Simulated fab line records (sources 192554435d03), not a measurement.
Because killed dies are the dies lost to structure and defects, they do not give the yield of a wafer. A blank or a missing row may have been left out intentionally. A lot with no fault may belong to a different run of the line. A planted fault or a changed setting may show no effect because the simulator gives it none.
Which tool did it? + flow n5 finfet + Sampling: 23 lots, 69 wafers, 4 of 1938 route steps

== WHAT EACH GAUGE READ, for each wafer ==
N5_MOL_CONTACT_COAG_OVL_MEAS_09. Usual: CA_OVL gives 0.2 nm (standard deviation 0.64).
| lot  | measured     | on         | CA_OVL (nm)    | flag |
|------|--------------|------------|----------------|------|
| L074 | day 4 14:26  | overlay-02 | 0.8 0.4 1.1    |      |
| L075 | day 4 19:01  | overlay-02 | 0.1 -0.3 0.6   |      |
| L076 | day 5 04:45  | overlay-01 | -0.5 -0.2 -1.0 |      |
| L077 | day 5 12:23  | overlay-01 | -0.3 0.0 0.4   |      |
| L078 | day 5 14:16  | overlay-02 | 0.3 0.4 -0.4   |      |
| L079 | day 5 20:05  | overlay-02 | 0.2 0.7 0.7    |      |
| L080 | day 6 05:22  | overlay-01 | 0.3 0.8 0.8    |      |
| L081 | day 6 08:57  | overlay-01 | 1.3 0.5 0.5    |      |
| L082 | day 6 13:43  | overlay-01 | 1.0 0.6 0.2    |      |
| L083 | day 6 19:50  | overlay-01 | 0.8 0.6 1.1    |      |
| L084 | day 7 05:55  | overlay-01 | 0.3 0.1 1.0    |      |
| L085 | day 7 09:32  | overlay-02 | 0.1 -0.4 -0.7  |      |
| L086 | day 7 19:07  | overlay-01 | 0.3 -0.2 0.5   |      |
| L087 | day 7 23:53  | overlay-02 | -0.3 -0.6 0.1  |      |
| L088 | day 8 02:52  | overlay-01 | 1.4 -0.1 1.1   |      |
| L089 | day 8 09:16  | overlay-02 | 0.2 -0.4 -0.9  |      |
| L090 | day 8 14:45  | overlay-01 | 0.2 -0.3 0.4   |      |
| L091 | day 8 21:29  | overlay-01 | -0.2 0.6 -0.5  |      |
| L093 | day 9 09:56  | overlay-02 | -0.4 -0.3 -0.2 |      |
| L094 | day 9 13:01  | overlay-01 | 0.2 0.2 0.3    |      |
| L095 | day 9 20:39  | overlay-02 | 0.0 -0.2 0.5   |      |
| L096 | day 10 03:25 | overlay-02 | -1.0 -0.8 0.1  |      |
| L097 | day 10 09:23 | overlay-01 | 0.6 0.4 1.1    |      |

== EACH LOT AND THE TOOL THAT RAN IT (in order: tool; ch and the chambers of the sampled wafers; start) ==
| lot  | N5_HKMG_FIN_STRIP_88                | N5_HKMG_FIN_ETCHBACK_68          | N5_HKMG_FIN_CMP_23            |
|------|-------------------------------------|----------------------------------|-------------------------------|
| L074 | plasma asher-01 ch 0,1, day 4 03:52 | rie metal-03 ch 0,1, day 4 04:57 | cmp-04 ch 0,1,2, day 4 06:00  |
| L075 | plasma asher-01 ch 0,1, day 4 08:12 | rie metal-01 ch 0,1, day 4 09:14 | cmp-04 ch 0,2,3, day 4 10:18  |
| L076 | plasma asher-01 ch 0,1, day 4 16:54 | rie metal-02 ch 1, day 4 18:03   | cmp-04 ch 1,2,3, day 4 19:25  |
| L077 | plasma asher-01 ch 0,1, day 4 22:20 | rie metal-01 ch 0,1, day 4 23:22 | cmp-04 ch 0,1,3, day 5 00:26  |
| L078 | plasma asher-01 ch 0,1, day 5 03:53 | rie metal-01 ch 0, day 5 04:56   | cmp-01 ch 1,2, day 5 05:59    |
| L079 | plasma asher-01 ch 0,1, day 5 09:14 | rie metal-02 ch 0,1, day 5 10:17 | cmp-03 ch 1,3, day 5 11:25    |
| L080 | plasma asher-01 ch 1, day 5 16:36   | rie metal-02 ch 0, day 5 17:41   | cmp-03 ch 0,2, day 5 18:46    |
| L081 | plasma asher-01 ch 0,1, day 5 22:37 | rie metal-03 ch 0,1, day 5 23:39 | cmp-04 ch 0,2, day 6 00:47    |
| L082 | plasma asher-02 ch 0,1, day 6 02:47 | rie metal-03 ch 0,1, day 6 03:49 | cmp-01 ch 0,1,3, day 6 04:53  |
| L083 | plasma asher-02 ch 0,1, day 6 08:58 | rie metal-01 ch 0,1, day 6 10:00 | cmp-01 ch 0,2,3, day 6 11:08  |
| L084 | plasma asher-01 ch 0,1, day 6 18:22 | rie metal-01 ch 0, day 6 19:27   | cmp-01 ch 0,1,3, day 6 20:35  |
| L085 | plasma asher-02 ch 0,1, day 6 22:14 | rie metal-02 ch 0,1, day 6 23:17 | cmp-03 ch 1,2,3, day 7 00:25  |
| L086 | plasma asher-01 ch 0,1, day 7 08:18 | rie metal-03 ch 0,1, day 7 09:16 | cmp-04 ch 0,3, day 7 10:38    |
| L087 | plasma asher-01 ch 0,1, day 7 13:24 | rie metal-03 ch 0,1, day 7 14:22 | cmp-03 ch 0,1,2, day 7 15:23  |
| L088 | plasma asher-02 ch 1, day 7 16:04   | rie metal-02 ch 0,1, day 7 17:13 | cmp-03 ch 0,2, day 7 18:20    |
| L089 | plasma asher-02 ch 0,1, day 7 22:37 | rie metal-03 ch 0,1, day 7 23:40 | cmp-01 ch 0,2,3, day 8 00:52  |
| L090 | plasma asher-02 ch 0,1, day 8 02:52 | rie metal-02 ch 0,1, day 8 03:53 | cmp-04 ch 1,2,3, day 8 04:55  |
| L091 | plasma asher-02 ch 0,1, day 8 09:36 | rie metal-03 ch 0,1, day 8 10:38 | cmp-01 ch 0,3, day 8 11:42    |
| L093 | plasma asher-02 ch 0,1, day 8 22:58 | rie metal-03 ch 0,1, day 9 00:01 | cmp-04 ch 0,1,2, day 9 01:12  |
| L094 | plasma asher-01 ch 0,1, day 9 02:35 | rie metal-02 ch 0,1, day 9 03:40 | cmp-03 ch 0,2,3, day 9 04:43  |
| L095 | plasma asher-02 ch 0,1, day 9 09:41 | rie metal-02 ch 0, day 9 10:55   | cmp-03 ch 0,2,3, day 9 12:10  |
| L096 | plasma asher-02 ch 0,1, day 9 16:25 | rie metal-03 ch 0,1, day 9 17:27 | cmp-01 ch 1,2, day 9 18:31    |
| L097 | plasma asher-01 ch 1, day 9 22:38   | rie metal-02 ch 0,1, day 9 23:41 | cmp-04 ch 1,2,3, day 10 00:44 |
- N5_HKMG_FIN_STRIP_88: strips in N2/H2, time 360 s.
- N5_HKMG_FIN_ETCHBACK_68: etches the open film in Cl2/Ar, stops on HfO2, target depth 0.5 nm.
- N5_HKMG_FIN_CMP_23: polishes, stops on SiNx, t overpolish 10 s, target thk 46.326 nm.

== WHAT THE TOOLS THEMSELVES READ (means of the sampled wafers that have a number; where no wafer has one, the mark that the record gives instead) ==
N5_HKMG_FIN_STRIP_88. Usual: drypump motor current A 5.8 A, standard deviation 0.52; heater power w 490 W, standard deviation 13.
| lot  | tool            | drypump motor current A (A) | heater power w (W) | flag |
|------|-----------------|-----------------------------|--------------------|------|
| L074 | plasma asher-01 | 6.3                         | 476                |      |
| L075 | plasma asher-01 | 6.3                         | 482                |      |
| L076 | plasma asher-01 | 6.2                         | 491                |      |
| L077 | plasma asher-01 | 6.3                         | 487                |      |
| L078 | plasma asher-01 | 6.3                         | 476                |      |
| L079 | plasma asher-01 | 6.1                         | 488                |      |
| L080 | plasma asher-01 | 6.0                         | 491                |      |
| L081 | plasma asher-01 | 6.1                         | 480                |      |
| L082 | plasma asher-02 | 5.2                         | 503                |      |
| L083 | plasma asher-02 | 5.2                         | 499                |      |
| L084 | plasma asher-01 | 6.3                         | 477                |      |
| L085 | plasma asher-02 | 5.2                         | 500                |      |
| L086 | plasma asher-01 | 6.1                         | 480                |      |
| L087 | plasma asher-01 | 6.2                         | 484                |      |
| L088 | plasma asher-02 | 5.2                         | 507                |      |
| L089 | plasma asher-02 | 5.2                         | 499                |      |
| L090 | plasma asher-02 | 5.2                         | 503                |      |
| L091 | plasma asher-02 | 5.2                         | 507                |      |
| L093 | plasma asher-02 | 5.2                         | 499                |      |
| L094 | plasma asher-01 | 6.1                         | 480                |      |
| L095 | plasma asher-02 | 5.3                         | 503                |      |
| L096 | plasma asher-02 | 5.2                         | 507                |      |
| L097 | plasma asher-01 | 6.0                         | 488                |      |

N5_HKMG_FIN_ETCHBACK_68. Usual: bias w 60.01 W, standard deviation 0.17; drypump motor current A 5.8 A, standard deviation 0.32; he backside leak sccm 3.48 sccm, standard deviation 0.23; mfc ar sccm 60.02 sccm, standard deviation 0.17; oes product au 0.69 a.u., standard deviation 0.12; throttle valve pct 20.8 %, standard deviation 0.35.
| lot  | tool         | bias w (W) | drypump motor current A (A) | he backside leak sccm (sccm) | mfc ar sccm (sccm) | oes product au (a.u.) | throttle valve pct (%) | flag |
|------|--------------|------------|-----------------------------|------------------------------|--------------------|-----------------------|------------------------|------|
| L074 | rie metal-03 | 59.93      | 5.6                         | 3.63                         | 60.04              | 0.67                  | 20.8                   |      |
| L075 | rie metal-01 | 59.80      | 5.9                         | 3.55                         | 60.00              | 0.59                  | 21.1                   |      |
| L076 | rie metal-02 | 60.19      | 5.5                         | 3.32                         | 59.92              | 0.61                  | 21.2                   |      |
| L077 | rie metal-01 | 59.92      | 6.2                         | 3.35                         | 60.06              | 0.60                  | 21.0                   |      |
| L078 | rie metal-01 | 60.18      | 6.5                         | 3.27                         | 59.97              | 0.61                  | 20.9                   |      |
| L079 | rie metal-02 | 60.04      | 5.6                         | 3.31                         | 59.92              | 0.72                  | 20.8                   |      |
| L080 | rie metal-02 | 60.20      | 5.9                         | 3.37                         | 59.79              | 0.97                  | 20.1                   |      |
| L081 | rie metal-03 | 60.24      | 5.6                         | 3.64                         | 60.22              | 0.66                  | 20.8                   |      |
| L082 | rie metal-03 | 59.98      | 5.6                         | 3.57                         | 60.02              | 0.66                  | 20.8                   |      |
| L083 | rie metal-01 | 60.10      | 5.9                         | 3.41                         | 60.11              | 0.58                  | 21.1                   |      |
| L084 | rie metal-01 | 60.17      | 6.5                         | 3.26                         | 60.04              | 0.61                  | 20.9                   |      |
| L085 | rie metal-02 | 60.07      | 5.6                         | 3.36                         | 59.94              | 0.71                  | 20.8                   |      |
| L086 | rie metal-03 | 60.11      | 5.6                         | 3.74                         | 59.88              | 0.66                  | 20.8                   |      |
| L087 | rie metal-03 | 59.97      | 5.7                         | 3.57                         | 60.14              | 0.61                  | 20.8                   |      |
| L088 | rie metal-02 | 60.09      | 5.7                         | 3.88                         | 60.17              | 0.81                  | 20.5                   |      |
| L089 | rie metal-03 | 59.94      | 5.6                         | 3.62                         | 59.99              | 0.66                  | 20.8                   |      |
| L090 | rie metal-02 | 59.81      | 5.6                         | 3.27                         | 59.98              | 0.71                  | 20.8                   |      |
| L091 | rie metal-03 | 59.94      | 5.6                         | 3.66                         | 60.11              | 0.65                  | 20.8                   |      |
| L093 | rie metal-03 | 60.12      | 5.6                         | 3.73                         | 59.94              | 0.65                  | 20.9                   |      |
| L094 | rie metal-02 | 60.01      | 5.6                         | 3.42                         | 59.95              | 0.69                  | 20.9                   |      |
| L095 | rie metal-02 | 59.89      | 5.9                         | 3.44                         | 59.89              | 0.89                  | 20.2                   |      |
| L096 | rie metal-03 | 60.19      | 5.7                         | 3.48                         | 59.98              | 0.61                  | 20.8                   |      |
| L097 | rie metal-02 | 59.93      | 5.8                         | 3.37                         | 59.91              | 0.91                  | 20.4                   |      |

N5_HKMG_FIN_CMP_23. Usual: motor current A 12.0 A, standard deviation 1.4; overpolish run s 10.001 s, standard deviation 0.0088; time to endpoint s 11.6 s, standard deviation 2.4.
| lot  | tool   | motor current A (A) | overpolish run s (s) | time to endpoint s (s) | flag |
|------|--------|---------------------|----------------------|------------------------|------|
| L074 | cmp-04 | 11.9                | 10.000               | 10.6                   |      |
| L075 | cmp-04 | 10.8                | 10.004               | 12.8                   |      |
| L076 | cmp-04 | 11.1                | 9.997                | 8.0                    |      |
| L077 | cmp-04 | 11.1                | 10.003               | 8.6                    |      |
| L078 | cmp-01 | 12.5                | 9.993                | 11.3                   |      |
| L079 | cmp-03 | 14.1                | 10.008               | 14.5                   |      |
| L080 | cmp-03 | 12.6                | 10.011               | 7.5                    |      |
| L081 | cmp-04 | 11.4                | 9.995                | 13.1                   |      |
| L082 | cmp-01 | 11.1                | 10.004               | 12.9                   |      |
| L083 | cmp-01 | 11.4                | 10.001               | 13.1                   |      |
| L084 | cmp-01 | 11.5                | 10.004               | 14.8                   |      |
| L085 | cmp-03 | 14.0                | 10.000               | 11.2                   |      |
| L086 | cmp-04 | 10.3                | 10.002               | 8.9                    |      |
| L087 | cmp-03 | 13.5                | 10.001               | 11.6                   |      |
| L088 | cmp-03 | 12.4                | 10.006               | 10.1                   |      |
| L089 | cmp-01 | 11.4                | 10.004               | 11.3                   |      |
| L090 | cmp-04 | 10.9                | 9.995                | 12.6                   |      |
| L091 | cmp-01 | 11.2                | 10.004               | 13.8                   |      |
| L093 | cmp-04 | 11.3                | 10.002               | 10.6                   |      |
| L094 | cmp-03 | 13.2                | 10.001               | 10.6                   |      |
| L095 | cmp-03 | 13.1                | 10.001               | 10.2                   |      |
| L096 | cmp-01 | 11.5                | 10.002               | 13.2                   |      |
| L097 | cmp-04 | 10.6                | 10.000               | 11.4                   |      |

== THE ANSWER, worked out from the rows above alone ==
Rule: a lot is off if the mean of its wafers that have a number lies more than 3 standard deviations from the usual mean. A lot without any number at a reading at which 4 lots or more have one is off too. Where the step has rows for the other lots, those lots are counted as sound. Order of review: gauges by route order, followed by the tools' own readings, for which a lot's mean as printed above is used. The first step at which some lot is off is used, and at that step the reading that is off furthest; a lot without a number counts as furthest.
No lot is off on any of the readings shown, so nothing can be concluded from this.

== WHAT HAD BEEN PUT IN BY THE SIMULATOR ==
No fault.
